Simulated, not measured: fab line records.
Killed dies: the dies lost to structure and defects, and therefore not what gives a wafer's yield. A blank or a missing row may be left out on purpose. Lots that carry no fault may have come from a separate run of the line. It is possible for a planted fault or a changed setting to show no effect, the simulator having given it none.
fab line records	flow n5-finfet
record: lots: 24	wafers: 72	last-day: 18
route steps=1938 shown FIN_SAQP@96
lots that met no fault: from a run of the same line without faults
start-h: start of the lot's first displayed wafer, in hours after the record's first day	wait-h: hours from the lot's prior step to this one	" repeats the value in the row above	L1.1+2: a single row standing in for several wafers	- no value, or no start given	* or withheld: withheld	< > ~ a bound
route shown NAME@n: a module of which the file shows steps, and the number in the route of the first	usual: mean/standard deviation of fault-free wafers	same: alike in all rows	chamber/n: place in a boat	sites: per-site readings	_std_site: how widely they spread, as a standard deviation	_edge_site: inner sites' mean taken away from outer sites' mean	radius-mm: for every site, how far away it sits from the centre of the wafer	mask NAME#n: copy n	behind: the tool/chamber that last shaped the wafer	hold: what put the lot on hold/how long, in hours/how the hold closed	device: which transistor (n, p or np) failed to switch	end of line: tests of these same wafers at the route's end	a step given without rows: its recipe and nothing more	killed: at the first sort, the dies lost to defects and structure; wafer yield is something else	map: shows each die of a wafer: x if killed, . if not, _ if none is there
set.NAME: the run value of the setting; set.NAME@STEP: its run value at that earlier step	model.NAME: the simulator's own value behind a step, which no gauge read
one table for each step of the route and one row for each wafer, over a sample of lots
services: when a tool's chamber went out of use (start-h, in hours from the record's first day, below 0 if earlier), for how many hours, and the reason
== steps ==
step: N5_FIN_SAQP_HM_DEP_03
recipe: material: SiNx	target-thk-a: 380	temp-c: 400	precursor: SiH4/NH3/N2	pressure-torr: 1.5	rf-w: 300	time-s: 33.6
usual: heater-power-w: 786/67	showerhead-plenum-p-Torr: 5.12/0.052	throttle-valve-pct: 39/3.1
lot.wafer	tool	chamber	start-h	wait-h	heater-power-w	showerhead-plenum-p-Torr	since-wet-clean-h	throttle-valve-pct
L074.4	pecvd-02	0	21.48	0.1	837	5.14	-	38
L074.5	"	1	"	"	885	5.10	-	39
L074.6	"	0	"	"	838	5.15	-	38
L075.2	pecvd-03	0	29.37	0.2	771	5.20	1096	45
L075.3	"	1	"	"	895	5.12	1821	38
L075.4	"	2	"	"	841	5.14	-	35
L076.2	pecvd-03	2	32.90	0.2	758	5.15	345	35
L076.3	"	2	"	"	763	5.14	-	35
L076.6	"	2	"	"	773	5.13	-	35
L077.1	pecvd-01	2	39.56	0.2	847	5.04	169	37
L077.2	"	0	"	"	717	5.12	925	42
L077.4	"	2	"	"	838	5.04	-	37
L078.1	pecvd-01	0	48.96	0.2	728	5.12	934	42
L078.2	"	1	"	"	777	5.05	1659	40
L078.4	"	0	"	"	733	5.12	-	42
L079.1	pecvd-02	2	52.75	0.2	714	5.03	3	37
L079.4	"	1	"	"	785	5.09	-	39
L079.5	"	0	"	"	783	5.15	-	37
L080.2	pecvd-03	0	57.27	0.2	739	5.21	1124	45
L080.4	"	0	"	"	772	5.20	-	45
L080.5	"	1	"	"	895	5.13	-	38
L081.3	pecvd-02	0	63.20	0.1	843	5.13	767	38
L081.5	"	0	"	"	823	5.15	-	38
L081.6	"	2	"	"	727	5.03	-	37
L082.2	pecvd-02	0	69.12	0.2	798	5.15	773	37
L082.3	"	2	"	"	678	5.04	19	36
L082.6	"	1	"	"	760	5.10	-	39
L083.3	pecvd-03	0	76.60	0.1	744	5.20	1143	45
L083.4	"	2	"	"	740	5.15	-	36
L083.5	"	1	"	"	906	5.12	-	38
L084.4	pecvd-02	0	80.71	0.1	758	5.16	-	38
L084.5	"	1	"	"	895	5.09	-	39
L084.6	"	2	"	"	657	5.04	-	37
L085.3	pecvd-02	2	86.78	0.1	654	5.04	37	37
L085.5	"	0	"	"	818	5.14	-	38
L085.6	"	2	"	"	653	5.03	-	37
L086.1	pecvd-03	2	94.56	0.2	877	5.13	407	35
L086.3	"	0	"	"	752	5.21	1161	45
L086.5	"	0	"	"	758	5.20	-	45
L087.1	pecvd-03	2	101.19	0.2	833	5.14	414	35
L087.3	"	0	"	"	693	5.20	1168	45
L087.4	"	1	"	"	813	5.14	-	38
L088.2	pecvd-02	2	104.79	0.2	687	5.04	55	37
L088.3	"	0	"	"	867	5.15	809	38
L088.6	"	1	"	"	776	5.08	-	39
L089.1	pecvd-03	0	110.49	0.2	732	5.20	1177	45
L089.2	"	1	"	"	828	5.12	1902	38
L089.4	"	1	"	"	819	5.13	-	38
L090.3	pecvd-01	2	116.91	0.1	800	5.05	246	37
L090.4	"	1	"	"	736	5.05	-	40
L090.5	"	2	"	"	790	5.04	-	37
L091.1	pecvd-03	2	122.77	0.2	850	5.15	435	35
L091.3	"	1	"	"	920	5.11	1914	38
L091.6	"	1	"	"	917	5.12	-	38
L092.3	pecvd-03	0	131.68	0.1	737	5.19	1198	45
L092.4	"	1	"	"	827	5.12	-	38
L092.5	"	2	"	"	813	5.14	-	36
L093.1	pecvd-03	1	145.36	0.2	905	5.13	1937	38
L093.4	"	0	"	"	705	5.19	-	45
L093.6	"	2	"	"	776	5.14	-	35
L094.1	pecvd-03	0	146.70	0.2	715	5.20	1213	45
L094.5	"	0	"	"	717	5.21	-	45
L094.6	"	1	"	"	810	5.13	-	38
L095.3	pecvd-01	0	147.64	0.1	755	5.11	1033	43
L095.4	"	1	"	"	757	5.06	-	40
L095.5	"	2	"	"	819	5.01	-	37
L096.1	pecvd-01	2	153.34	0.3	870	5.05	282	37
L096.3	"	0	"	"	704	5.11	1038	42
L096.6	"	1	"	"	751	5.05	-	40
L097.1	pecvd-01	1	158.68	0.2	627	5.05	1769	40
L097.2	"	2	"	"	873	5.04	288	37
L097.4	"	0	"	"	734	5.14	-	43
step: N5_FIN_SAQP_THK_MEAS_05
usual: thk-nm: 37.7/0.49
lot.wafer	tool	chamber	start-h	wait-h	thk-nm
L074.4	film-metro-02	-	21.57	0.1	38.7
L074.5	"	-	"	"	37.2
L074.6	"	-	"	"	38.4
L075.2	film-metro-01	-	29.46	0.1	37.9
L075.3	"	-	"	"	37.6
L075.4	"	-	"	"	38.5
L076.2	film-metro-02	-	33.01	0.1	37.3
L076.3	"	-	"	"	38.1
L076.6	"	-	"	"	38.0
L077.1	film-metro-01	-	39.65	0.1	37.7
L077.2	"	-	"	"	37.4
L077.4	"	-	"	"	38.0
L078.1	film-metro-02	-	49.05	0.1	36.6
L078.2	"	-	"	"	36.8
L078.4	"	-	"	"	37.8
L079.1	film-metro-02	-	52.84	0.1	38.0
L079.4	"	-	"	"	37.5
L079.5	"	-	"	"	37.8
L080.2	film-metro-02	-	57.36	0.1	38.3
L080.4	"	-	"	"	38.2
L080.5	"	-	"	"	37.9
L081.3	film-metro-02	-	63.29	0.1	38.1
L081.5	"	-	"	"	38.1
L081.6	"	-	"	"	38.6
L082.2	film-metro-01	-	69.41	0.3	36.9
L082.3	"	-	"	"	37.8
L082.6	"	-	"	"	37.6
L083.3	film-metro-01	-	76.68	0.1	37.1
L083.4	"	-	"	"	38.4
L083.5	"	-	"	"	38.2
L084.4	film-metro-02	-	80.77	0.0	37.5
L084.5	"	-	"	"	36.5
L084.6	"	-	"	"	37.8
L085.3	film-metro-02	-	86.87	0.1	38.3
L085.5	"	-	"	"	38.2
L085.6	"	-	"	"	38.3
L086.1	film-metro-02	-	94.65	0.1	37.5
L086.3	"	-	"	"	37.2
L086.5	"	-	"	"	37.6
L087.1	film-metro-01	-	101.28	0.1	37.6
L087.3	"	-	"	"	36.5
L087.4	"	-	"	"	38.1
L088.2	film-metro-02	-	104.87	0.1	37.4
L088.3	"	-	"	"	36.8
L088.6	"	-	"	"	37.7
L089.1	film-metro-01	-	110.58	0.1	37.1
L089.2	"	-	"	"	37.4
L089.4	"	-	"	"	38.4
L090.3	film-metro-01	-	117.00	0.1	37.3
L090.4	"	-	"	"	37.8
L090.5	"	-	"	"	38.3
L091.1	film-metro-01	-	122.86	0.1	37.9
L091.3	"	-	"	"	37.6
L091.6	"	-	"	"	38.0
L092.3	film-metro-02	-	131.77	0.1	37.0
L092.4	"	-	"	"	37.6
L092.5	"	-	"	"	37.9
L093.1	film-metro-02	-	145.44	0.1	37.1
L093.4	"	-	"	"	37.6
L093.6	"	-	"	"	38.4
L094.1	film-metro-01	-	146.78	0.1	37.5
L094.5	"	-	"	"	38.4
L094.6	"	-	"	"	38.5
L095.3	film-metro-02	-	147.73	0.1	37.2
L095.4	"	-	"	"	38.1
L095.5	"	-	"	"	38.0
L096.1	film-metro-01	-	153.42	0.1	37.5
L096.3	"	-	"	"	37.8
L096.6	"	-	"	"	37.7
L097.1	film-metro-01	-	158.77	0.1	37.6
L097.2	"	-	"	"	37.7
L097.4	"	-	"	"	38.1
step: N5_FIN_SAQP_DESCUM_21
recipe: chemistry: O2	time-s: 7.9	source-power-w: 50	bias-power-w: 20	pressure-mtorr: 20	rf-frequency-hz: 2.712e+07	temp-c: 40	resist: CAR-ArF	o2-flow-sccm: 225
usual: drypump-motor-current-A: 5.7/0.52	oes-product-au: 0.79/0.079	rf-vpp-V: 244.1/1.2	showerhead-plenum-p-Torr: 2.16/0.06	throttle-valve-pct: 20.38/0.21
lot.wafer	tool	chamber	start-h	wait-h	drypump-motor-current-A	oes-product-au	rf-hours-counter-h	rf-vpp-V	showerhead-plenum-p-Torr	throttle-valve-pct
L074.4	rie-diel-01	3	22.28	0.0	5.7	0.68	-	244.7	2.14	20.89
L074.5	"	2	"	"	5.9	0.73	-	242.8	2.15	20.05
L074.6	"	0	"	"	5.5	0.71	-	244.8	2.15	20.30
L075.2	rie-diel-04	1	30.30	0.1	5.6	0.83	79	244.3	2.11	20.14
L075.3	"	2	"	"	5.0	0.71	225	242.5	2.15	20.79
L075.4	"	0	"	"	6.7	0.97	6	246.3	2.23	20.08
L076.2	rie-diel-01	0	33.90	0.0	5.5	0.71	195	244.8	2.15	20.30
L076.3	"	3	"	"	5.7	0.68	250	244.4	2.14	20.92
L076.6	"	2	"	"	5.9	0.72	-	244.5	2.15	20.08
L077.1	rie-diel-05	3	40.53	0.0	6.1	0.75	153	245.5	2.20	20.50
L077.2	"	2	"	"	5.9	0.76	163	243.8	2.20	20.25
L077.4	"	1	"	"	6.0	0.74	148	244.7	2.19	20.51
L078.1	rie-diel-04	3	49.84	0.1	4.9	0.88	47	241.9	2.02	20.31
L078.2	"	2	"	"	5.0	0.71	230	243.8	2.15	20.79
L078.4	"	0	"	"	6.7	0.94	12	246.5	2.23	20.07
L079.1	rie-diel-04	2	53.50	0.0	5.0	0.70	231	243.1	2.15	20.80
L079.4	"	1	"	"	5.6	0.82	85	242.8	2.11	20.15
L079.5	"	2	"	"	5.0	0.70	-	244.4	2.15	20.79
L080.2	rie-diel-05	2	58.02	0.0	5.9	0.76	169	242.7	2.19	20.23
L080.4	"	0	"	"	5.6	0.81	119	245.8	2.21	20.38
L080.5	"	0	"	"	5.5	0.81	-	244.1	2.21	20.39
L081.3	rie-diel-04	0	63.95	0.0	6.7	0.93	16	246.1	2.23	20.07
L081.5	"	3	"	"	4.9	0.88	-	243.7	2.02	20.33
L081.6	"	2	"	"	5.0	0.70	-	243.7	2.15	20.78
L082.2	rie-diel-05	0	70.20	0.0	5.6	0.80	124	245.0	2.20	20.39
L082.3	"	3	"	"	6.1	0.74	162	243.8	2.19	20.52
L082.6	"	0	"	"	5.6	0.80	-	245.2	2.20	20.39
L083.3	rie-diel-05	2	77.47	0.0	5.9	0.75	175	244.5	2.19	20.25
L083.4	"	0	"	"	5.6	0.80	126	244.5	2.20	20.41
L083.5	"	0	"	"	5.6	0.80	-	244.3	2.20	20.42
L084.4	rie-diel-04	2	81.69	0.3	5.0	0.69	241	243.6	2.14	20.81
L084.5	"	0	"	"	6.6	0.92	-	245.5	2.23	20.07
L084.6	"	1	"	"	5.6	0.81	-	243.2	2.11	20.16
L085.3	rie-diel-05	3	87.66	0.0	6.1	0.74	167	245.3	2.19	20.54
L085.5	"	1	"	"	6.1	0.72	-	246.1	2.19	20.54
L085.6	"	0	"	"	5.6	0.79	-	245.5	2.20	20.40
L086.1	rie-diel-05	3	95.46	0.2	6.1	0.73	170	243.5	2.19	20.55
L086.3	"	2	"	"	5.9	0.75	181	244.3	2.19	20.26
L086.5	"	2	"	"	5.9	0.74	-	244.5	2.19	20.27
L087.1	rie-diel-04	2	102.37	0.3	4.9	0.68	247	244.2	2.14	20.81
L087.3	"	3	"	"	4.9	0.86	64	241.2	2.02	20.33
L087.4	"	1	"	"	5.7	0.79	101	242.0	2.11	20.19
L088.2	rie-diel-04	3	105.62	0.0	4.9	0.86	65	240.8	2.02	20.34
L088.3	"	0	"	"	6.7	0.90	30	244.3	2.23	20.09
L088.6	"	2	"	"	5.0	0.69	-	244.3	2.14	20.83
L089.1	rie-diel-04	3	111.77	0.4	4.9	0.85	68	242.7	2.02	20.35
L089.2	"	0	"	"	6.7	0.90	33	245.8	2.22	20.11
L089.4	"	0	"	"	6.7	0.90	-	244.7	2.22	20.10
L090.3	rie-diel-01	3	117.78	0.0	5.7	0.91	22	243.3	2.13	20.57
L090.4	"	0	"	"	5.5	0.69	225	243.9	2.14	20.34
L090.5	"	1	"	"	6.0	0.80	-	244.4	2.20	20.32
L091.1	rie-diel-05	2	126.12	2.5	5.9	0.74	192	244.7	2.18	20.26
L091.3	"	3	"	"	6.1	0.72	181	244.7	2.19	20.54
L091.6	"	0	"	"	5.6	0.79	-	244.0	2.20	20.43
L092.3	rie-diel-04	1	135.29	2.8	5.7	0.79	109	242.4	2.10	20.20
L092.4	"	3	"	"	4.9	0.85	72	241.3	2.01	20.33
L092.5	"	3	"	"	4.9	0.85	-	241.4	2.02	20.37
L093.1	rie-diel-05	2	146.23	0.0	5.9	0.74	202	245.3	2.18	20.29
L093.4	"	1	"	"	6.0	0.70	-	244.9	2.18	20.56
L093.6	"	2	"	"	5.9	0.74	-	244.5	2.18	20.29
L094.1	rie-diel-05	0	147.63	0.0	5.5	0.78	153	243.9	2.19	20.44
L094.5	"	2	"	"	5.9	0.74	-	244.9	2.18	20.29
L094.6	"	0	"	"	5.5	0.78	-	245.1	2.19	20.44
L095.3	rie-diel-04	3	148.53	0.0	4.9	0.85	78	240.9	2.01	20.36
L095.4	"	1	"	"	5.7	0.79	115	242.8	2.10	20.21
L095.5	"	1	"	"	5.7	0.78	-	244.0	2.10	20.19
L096.1	rie-diel-05	0	154.21	0.0	5.5	0.78	155	246.7	2.19	20.44
L096.3	"	3	"	"	6.1	0.72	190	243.7	2.18	20.58
L096.6	"	0	"	"	5.5	0.77	-	243.1	2.19	20.45
L097.1	rie-diel-01	2	160.03	0.5	5.8	0.68	236	244.0	2.13	20.15
L097.2	"	3	"	"	5.8	0.88	32	243.7	2.12	20.59
L097.4	"	0	"	"	5.5	0.68	235	244.5	2.13	20.34
step: N5_FIN_SAQP_STRIP_70
recipe: chemistry: N2/H2	power-w: 500	temp-c: 40	pressure-mtorr: 50	rf-frequency-hz: 6e+07	overash-fraction: 0.3	bias-power-w: 28	h2-frac: 0.5	n2-flow-sccm: 300	h2-flow-sccm: 300
usual: drypump-motor-current-A: 5.7/0.51	oes-product-au: 0.80/0.089	rf-vpp-V: 122.4/0.99	showerhead-plenum-p-Torr: 3.45/0.079	throttle-valve-pct: 18.8/0.44
lot.wafer	tool	chamber	start-h	wait-h	drypump-motor-current-A	oes-product-au	rf-hours-counter-h	rf-vpp-V	showerhead-plenum-p-Torr	throttle-valve-pct
L074.4	rie-diel-05	2	25.12	0.0	5.9	0.77	158	124.1	3.48	18.2
L074.5	"	1	"	"	6.1	0.73	-	122.8	3.50	18.7
L074.6	"	2	"	"	5.9	0.76	-	124.7	3.48	18.2
L075.2	rie-diel-04	0	33.58	0.0	6.7	0.96	7	123.3	3.55	18.0
L075.3	"	2	"	"	5.0	0.71	226	122.6	3.45	19.6
L075.4	"	3	"	"	4.9	0.90	42	120.9	3.27	19.0
L076.2	rie-diel-04	1	37.18	0.0	5.6	0.81	81	122.4	3.38	18.4
L076.3	"	3	"	"	4.9	0.89	43	120.6	3.27	19.0
L076.6	"	0	"	"	6.7	0.96	-	122.6	3.55	18.0
L077.1	rie-diel-05	3	43.43	0.0	6.1	0.75	154	121.9	3.51	19.1
L077.2	"	2	"	"	5.9	0.76	164	121.6	3.48	18.2
L077.4	"	0	"	"	5.6	0.80	114	123.0	3.52	18.8
L078.1	rie-diel-01	3	52.73	0.0	5.8	0.99	0	123.2	3.43	19.2
L078.2	"	2	"	"	5.8	0.71	206	121.8	3.47	18.8
L078.4	"	0	"	"	5.5	0.71	204	123.1	3.44	18.5
L079.1	rie-diel-04	1	56.46	0.0	5.7	0.82	85	123.7	3.38	18.4
L079.4	"	3	"	"	4.9	0.90	48	120.9	3.27	19.1
L079.5	"	0	"	"	6.7	0.95	-	123.1	3.55	18.0
L080.2	rie-diel-05	0	60.86	0.0	5.6	0.80	120	123.3	3.52	18.8
L080.4	"	1	"	"	6.1	0.73	155	122.0	3.50	18.8
L080.5	"	1	"	"	6.1	0.73	-	122.8	3.50	18.8
L081.3	rie-diel-01	2	67.67	0.0	5.8	0.71	210	121.7	3.47	18.8
L081.5	"	2	"	"	5.9	0.71	-	124.0	3.47	18.8
L081.6	"	3	"	"	5.7	0.97	-	122.8	3.43	19.2
L082.2	rie-diel-01	0	74.70	0.0	5.5	0.69	211	122.8	3.44	18.5
L082.3	"	1	"	"	6.0	0.80	107	122.6	3.53	18.8
L082.6	"	2	"	"	5.9	0.72	-	121.7	3.46	18.8
L083.3	rie-diel-04	3	80.72	0.0	4.9	0.87	57	120.5	3.27	19.1
L083.4	"	0	"	"	6.7	0.93	22	124.7	3.54	18.0
L083.5	"	3	"	"	4.9	0.87	-	121.4	3.27	19.0
L084.4	rie-diel-04	2	84.55	0.0	5.0	0.69	241	120.8	3.45	19.7
L084.5	"	1	"	"	5.6	0.80	-	121.8	3.37	18.5
L084.6	"	2	"	"	4.9	0.69	-	122.1	3.45	19.7
L085.3	rie-diel-04	3	90.48	0.0	4.9	0.87	60	120.7	3.26	19.1
L085.5	"	0	"	"	6.7	0.92	-	123.2	3.54	18.0
L085.6	"	1	"	"	5.6	0.82	-	122.4	3.37	18.5
L086.1	rie-diel-04	2	99.12	0.0	5.0	0.68	246	121.5	3.44	19.7
L086.3	"	3	"	"	4.9	0.86	63	122.4	3.26	19.1
L086.5	"	2	"	"	5.0	0.69	-	121.9	3.44	19.7
L087.1	rie-diel-01	0	105.19	0.0	5.5	0.69	220	123.3	3.43	18.5
L087.3	"	3	"	"	5.8	0.91	17	121.3	3.42	19.2
L087.4	"	2	"	"	5.9	0.70	221	123.2	3.46	18.8
L088.2	rie-diel-04	3	108.48	0.0	4.9	0.85	66	119.5	3.26	19.1
L088.3	"	2	"	"	4.9	0.69	249	121.5	3.44	19.7
L088.6	"	2	"	"	5.0	0.69	-	123.3	3.44	19.7
L089.1	rie-diel-01	1	114.61	0.0	6.1	0.79	119	122.7	3.53	18.8
L089.2	"	0	"	"	5.5	0.69	224	120.7	3.43	18.5
L089.4	"	3	"	"	5.7	0.91	21	122.5	3.42	19.2
L090.3	rie-diel-01	2	121.17	0.0	5.9	0.71	227	123.0	3.46	18.8
L090.4	"	3	"	"	5.8	0.91	23	121.6	3.42	19.2
L090.5	"	0	"	"	5.5	0.69	-	123.9	3.43	18.5
L091.1	rie-diel-05	1	129.43	0.0	6.1	0.72	180	123.4	3.48	18.8
L091.3	"	0	"	"	5.6	0.79	145	122.3	3.51	18.9
L091.6	"	3	"	"	6.1	0.72	-	122.5	3.49	19.1
L092.3	rie-diel-01	0	138.53	0.0	5.5	0.69	227	122.4	3.43	18.5
L092.4	"	3	"	"	5.8	0.91	24	122.5	3.42	19.2
L092.5	"	2	"	"	5.8	0.70	-	123.7	3.46	18.8
L093.1	rie-diel-04	2	149.24	0.0	5.0	0.97	7	119.9	3.44	19.3
L093.4	"	1	"	"	5.7	0.78	116	123.0	3.36	18.5
L093.6	"	1	"	"	5.7	0.78	-	120.4	3.36	18.5
L094.1	rie-diel-04	1	150.49	0.0	5.6	0.78	116	121.4	3.36	18.5
L094.5	"	2	"	"	5.0	0.96	-	121.8	3.44	19.3
L094.6	"	3	"	"	4.9	0.85	-	120.9	3.26	19.1
L095.3	rie-diel-05	3	153.11	0.0	6.1	0.71	190	121.7	3.49	19.2
L095.4	"	1	"	"	6.1	0.70	189	122.5	3.48	18.8
L095.5	"	3	"	"	6.1	0.71	-	123.1	3.49	19.2
L096.1	rie-diel-01	0	157.34	0.0	5.5	0.68	234	122.0	3.43	18.5
L096.3	"	2	"	"	5.9	0.69	234	121.8	3.45	18.8
L096.6	"	2	"	"	5.9	0.69	-	123.2	3.45	18.8
L097.1	rie-diel-01	0	163.36	0.0	5.5	0.68	236	122.8	3.43	18.5
L097.2	"	2	"	"	5.9	0.70	237	122.4	3.45	18.8
L097.4	"	1	"	"	6.1	0.77	131	123.4	3.52	18.8
step: N5_FIN_SAQP_RECESS_71
recipe: chemistry: HF/NH3	target: SiO2	target-depth-a: 30	afs-cycles: 1	temp-c: 30	sublimation-temp-c: 180	sublimation-time-s: 60
usual: drypump-motor-current-A: 6.1/0.43
lot.wafer	tool	chamber	start-h	wait-h	drypump-motor-current-A
L074.4	vapor-etch-02	1	25.22	0.1	5.6
L074.5	"	0	"	"	6.4
L074.6	"	1	"	"	5.6
L075.2	vapor-etch-02	1	33.64	0.0	5.6
L075.3	"	1	"	"	5.6
L075.4	"	0	"	"	6.4
L076.2	vapor-etch-01	0	37.28	0.1	5.7
L076.3	"	0	"	"	5.7
L076.6	"	0	"	"	5.7
L077.1	vapor-etch-02	0	43.49	0.0	6.4
L077.2	"	1	"	"	5.6
L077.4	"	1	"	"	5.6
L078.1	vapor-etch-02	1	52.79	0.0	5.7
L078.2	"	0	"	"	6.4
L078.4	"	1	"	"	5.6
L079.1	vapor-etch-01	1	56.52	0.0	6.6
L079.4	"	1	"	"	6.6
L079.5	"	0	"	"	5.7
L080.2	vapor-etch-01	0	60.92	0.0	5.7
L080.4	"	1	"	"	6.6
L080.5	"	1	"	"	6.6
L081.3	vapor-etch-01	0	67.78	0.1	5.7
L081.5	"	0	"	"	5.7
L081.6	"	1	"	"	6.7
L082.2	vapor-etch-01	0	74.76	0.0	5.7
L082.3	"	1	"	"	6.6
L082.6	"	1	"	"	6.6
L083.3	vapor-etch-01	0	80.82	0.1	5.7
L083.4	"	1	"	"	6.6
L083.5	"	1	"	"	6.7
L084.4	vapor-etch-01	0	84.65	0.1	5.7
L084.5	"	0	"	"	5.7
L084.6	"	1	"	"	6.6
L085.3	vapor-etch-02	1	90.69	0.2	5.6
L085.5	"	0	"	"	6.4
L085.6	"	1	"	"	5.6
L086.1	vapor-etch-02	0	99.18	0.0	6.4
L086.3	"	1	"	"	5.6
L086.5	"	1	"	"	5.6
L087.1	vapor-etch-02	1	105.25	0.0	5.6
L087.3	"	0	"	"	6.4
L087.4	"	1	"	"	5.6
L088.2	vapor-etch-01	0	108.54	0.0	5.7
L088.3	"	0	"	"	5.7
L088.6	"	1	"	"	6.6
L089.1	vapor-etch-02	0	114.67	0.0	6.4
L089.2	"	1	"	"	5.6
L089.4	"	0	"	"	6.4
L090.3	vapor-etch-01	1	121.28	0.1	6.6
L090.4	"	0	"	"	5.7
L090.5	"	1	"	"	6.6
L091.1	vapor-etch-02	0	129.49	0.0	6.4
L091.3	"	1	"	"	5.6
L091.6	"	0	"	"	6.4
L092.3	vapor-etch-01	1	138.63	0.1	6.6
L092.4	"	0	"	"	5.7
L092.5	"	0	"	"	5.7
L093.1	vapor-etch-01	1	149.58	0.3	6.6
L093.4	"	1	"	"	6.6
L093.6	"	0	"	"	5.7
L094.1	vapor-etch-01	1	150.55	0.0	6.6
L094.5	"	0	"	"	5.7
L094.6	"	1	"	"	6.6
L095.3	vapor-etch-01	1	153.21	0.1	6.7
L095.4	"	0	"	"	5.7
L095.5	"	1	"	"	6.7
L096.1	vapor-etch-02	1	157.40	0.0	5.6
L096.3	"	0	"	"	6.4
L096.6	"	0	"	"	6.4
L097.1	vapor-etch-01	0	163.54	0.2	5.7
L097.2	"	1	"	"	6.7
L097.4	"	1	"	"	6.6
step: N5_FIN_SAQP_OCD_MEAS_76
usual: trench-depth-nm: 120.9/1.8
lot.wafer	tool	chamber	start-h	wait-h	trench-depth-nm
L074.4	ocd-02	-	26.43	0.0	117.7
L074.5	"	-	"	"	122.3
L074.6	"	-	"	"	114.6
L075.2	ocd-01	-	34.91	0.0	120.3
L075.3	"	-	"	"	121.9
L075.4	"	-	"	"	120.5
L076.2	ocd-01	-	38.61	0.0	121.7
L076.3	"	-	"	"	122.6
L076.6	"	-	"	"	122.1
L077.1	ocd-02	-	44.80	0.0	123.0
L077.2	"	-	"	"	121.8
L077.4	"	-	"	"	119.5
L078.1	ocd-02	-	54.01	0.0	122.6
L078.2	"	-	"	"	122.4
L078.4	"	-	"	"	123.1
L079.1	ocd-01	-	58.07	0.0	121.6
L079.4	"	-	"	"	122.2
L079.5	"	-	"	"	122.3
L080.2	ocd-01	-	62.14	0.0	119.7
L080.4	"	-	"	"	119.8
L080.5	"	-	"	"	117.6
L081.3	ocd-01	-	69.38	0.0	118.3
L081.5	"	-	"	"	118.2
L081.6	"	-	"	"	120.7
L082.2	ocd-02	-	77.12	0.0	122.5
L082.3	"	-	"	"	122.8
L082.6	"	-	"	"	121.8
L083.3	ocd-01	-	82.07	0.0	120.3
L083.4	"	-	"	"	120.5
L083.5	"	-	"	"	121.0
L084.4	ocd-01	-	85.86	0.0	120.2
L084.5	"	-	"	"	120.9
L084.6	"	-	"	"	121.2
L085.3	ocd-01	-	91.97	0.0	120.7
L085.5	"	-	"	"	121.2
L085.6	"	-	"	"	120.6
L086.1	ocd-01	-	102.14	0.0	120.4
L086.3	"	-	"	"	120.6
L086.5	"	-	"	"	121.5
L087.1	ocd-02	-	106.50	0.0	122.7
L087.3	"	-	"	"	120.9
L087.4	"	-	"	"	122.2
L088.2	ocd-02	-	110.17	0.0	121.4
L088.3	"	-	"	"	117.9
L088.6	"	-	"	"	118.2
L089.1	ocd-02	-	116.09	0.0	120.4
L089.2	"	-	"	"	121.3
L089.4	"	-	"	"	120.6
L090.3	ocd-01	-	122.47	0.0	121.9
L090.4	"	-	"	"	122.3
L090.5	"	-	"	"	120.6
L091.1	ocd-01	-	131.81	0.0	118.6
L091.3	"	-	"	"	120.0
L091.6	"	-	"	"	120.7
L092.3	ocd-02	-	140.07	0.0	121.1
L092.4	"	-	"	"	121.2
L092.5	"	-	"	"	121.5
L093.1	ocd-02	-	150.80	0.0	122.3
L093.4	"	-	"	"	120.7
L093.6	"	-	"	"	122.9
L094.1	ocd-02	-	152.66	0.0	122.9
L094.5	"	-	"	"	123.0
L094.6	"	-	"	"	122.5
L095.3	ocd-02	-	154.67	0.0	121.8
L095.4	"	-	"	"	123.0
L095.5	"	-	"	"	121.7
L096.1	ocd-02	-	158.62	0.0	122.5
L096.3	"	-	"	"	122.0
L096.6	"	-	"	"	121.8
L097.1	ocd-02	-	164.93	0.0	120.5
L097.2	"	-	"	"	120.6
L097.4	"	-	"	"	121.3
== services ==
tool	chamber	start-h	hours	kind
pecvd-02	1	-2.17	3.9	repair
vapor-etch-01	1	27.82	11.5	repair
vapor-etch-01	0	29.50	5.4	repair
pecvd-03	0	31.60	3.6	repair
rie-diel-05	-	33.95	0.1	repair
rie-diel-05	-	34.69	1.0	repair
rie-diel-01	3	35.16	-	clean
vapor-etch-02	-	59.10	14.6	pm
pecvd-03	0	69.19	4.2	repair
pecvd-01	-	82.08	5.5	pm
pecvd-01	2	90.13	8.4	repair
rie-diel-01	2	92.18	1.8	repair
rie-diel-05	1	94.47	6.9	repair
rie-diel-04	2	110.55	-	clean
rie-diel-04	2	110.55	-	consumable-replace:focus-ring
rie-diel-04	2	110.55	21.2	scheduled-down
rie-diel-04	2	110.55	21.2	vent-cycle
rie-diel-04	-	119.05	14.6	pm
rie-diel-01	-	122.14	14.6	pm
pecvd-03	-	136.01	2.8	pm
rie-diel-05	3	143.24	5.5	repair
pecvd-02	-	144.95	2.8	pm
rie-diel-05	-	156.81	0.4	repair
rie-diel-04	1	158.29	13.6	repair
== key ==
fault none
